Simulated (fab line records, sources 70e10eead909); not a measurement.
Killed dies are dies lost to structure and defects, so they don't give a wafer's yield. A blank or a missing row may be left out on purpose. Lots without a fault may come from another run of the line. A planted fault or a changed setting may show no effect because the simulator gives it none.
Chamber matching | flow nand_harc | NHARC_A_CHANNEL_FILL_D1_ALD_16 on ald_hk-02: 4 sister chambers
The step deposits SiO2, target thk 1.5 nm, pulse time 10 s, ald cycles 15. 4 wafers are shown with their chamber, then 8 later ones without.

WAFERS WITH THEIR CHAMBER
wafer  | chamber | heater_power_w (W)
L082.4 | 2       | 446
L087.2 | 0       | 483
L087.4 | 3       | 425
L091.1 | 1       | 425

WAFERS WITHOUT THEIR CHAMBER
wafer  | heater_power_w (W)
L091.3 | 469
L091.4 | 442
L090.4 | 500
L090.5 | 463
L090.6 | 443
L095.1 | 429
L095.4 | 457
L095.5 | 463

WHICH CHAMBER EACH WENT THROUGH
wafer  | from the rows above               | in truth
L091.3 | can't be placed: 0 or 2           | 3
L091.4 | can't be placed: 2 or 1 or 3      | 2
L090.4 | 0                                 | 0
L090.5 | can't be placed: 2 or 0 or 1 or 3 | 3
L090.6 | can't be placed: 2 or 1 or 3      | 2
L095.1 | can't be placed: 1 or 3 or 2      | 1
L095.4 | can't be placed: 2 or 0 or 1 or 3 | 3
L095.5 | can't be placed: 2 or 0 or 1 or 3 | 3
Placed correctly: 1 of 8. Can't be placed from these rows: 7 (the true chamber is among the candidates in 6). Placed wrongly: 0.
How it was worked out, from the rows above alone: a wafer's distance from a chamber is the root of the sum, over the readings, of the square of ((its reading less the chamber's mean) divided by the reading's scatter). The wafer belongs to the nearest chamber; if the next one is less than 2 further off, it can't be placed. A chamber's mean is the mean of its shown wafers. The scatter: with one shown wafer a chamber, the root of the mean of the squares of how far each hidden wafer lies from its nearest shown one.
